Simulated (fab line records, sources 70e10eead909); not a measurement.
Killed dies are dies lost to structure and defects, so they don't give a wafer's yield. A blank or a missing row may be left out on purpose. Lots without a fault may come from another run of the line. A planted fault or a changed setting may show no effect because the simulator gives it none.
Which tool did it? | flow nand_harc | 24 lots, 72 wafers sampled, at 1 step of a route of 1159

WHAT THE GAUGES READ, wafer by wafer
NHARC_P_CONTACT_CD_MEAS_12: target cd 90 nm.
lot  | measured     | on        | cd_nm (nm)
L074 | day 5 13:46  | cd_sem-02 | 89.3 89.7 89.3
L075 | day 5 19:22  | cd_sem-03 | 89.2 89.3 90.1
L076 | day 5 20:23  | cd_sem-02 | 90.2 90.8 90.5
L077 | day 6 07:26  | cd_sem-02 | 90.4 90.3 90.5
L078 | day 6 17:55  | cd_sem-02 | 90.1 91.2 90.0
L079 | day 6 18:24  | cd_sem-01 | 89.9 88.9 89.4
L080 | day 7 04:54  | cd_sem-01 | 90.9 90.9 90.7
L081 | day 7 11:37  | cd_sem-03 | 89.3 89.9 89.2
L082 | day 7 12:33  | cd_sem-02 | 89.5 89.0 89.1
L083 | day 8 01:59  | cd_sem-03 | 89.7 89.7 90.1
L084 | day 8 02:30  | cd_sem-03 | 89.0 90.0 89.8
L085 | day 8 16:21  | cd_sem-03 | 90.2 89.4 88.8
L087 | day 8 17:09  | cd_sem-02 | 90.0 91.0 90.5
L086 | day 8 17:49  | cd_sem-03 | 90.9 90.9 91.2
L088 | day 9 01:03  | cd_sem-01 | 90.0 90.3 91.2
L089 | day 9 10:34  | cd_sem-03 | 90.2 90.8 90.0
L090 | day 9 18:01  | cd_sem-02 | 91.0 89.6 88.9
L091 | day 9 18:16  | cd_sem-03 | 91.6 90.6 90.9
L092 | day 10 04:32 | cd_sem-02 | 89.8 89.8 89.8
L093 | day 10 08:20 | cd_sem-02 | 91.0 90.0 90.6
L094 | day 10 08:43 | cd_sem-02 | 90.6 90.1 90.3
L096 | day 10 20:23 | cd_sem-01 | 90.7 91.0 91.3
L095 | day 10 21:10 | cd_sem-01 | 90.4 89.9 89.2
L097 | day 11 02:42 | cd_sem-01 | 89.6 90.3 89.9

WHICH TOOL RAN EACH LOT (tool, then ch and the chambers of the sampled wafers, then the start)
The record holds no process step before these readings.

WHAT THE TOOLS THEMSELVES READ (means of the sampled wafers that have a number; where no wafer has one, the mark that the record gives instead)
The record holds no such reading with a usual standard deviation.

THE ANSWER, worked out from the rows above alone
Rule: what is usual is taken from the lots themselves. Put in order of their means at a reading, lots are off if they are a third of the lots or fewer, leave a main group of 4 or more, and stand apart from it by a gap of 3 or more times the standard deviation of the main group's means; of several such gaps the widest counts. A main group whose means are all the same, to the digits that the tables above print for the reading, isn't used. A lot without any number at a reading at which 4 lots or more have one is off too. The other lots that the step has rows for count as sound. The gauges are gone through in route order, then the tools' own readings, and for those a lot's mean is taken as printed above. The first step at which some lot is off is used, and at that step the reading that is off furthest; a lot without a number counts as furthest.
No lot is off at any reading shown: from this, nothing can be told.

WHAT THE SIMULATOR HAD PUT IN
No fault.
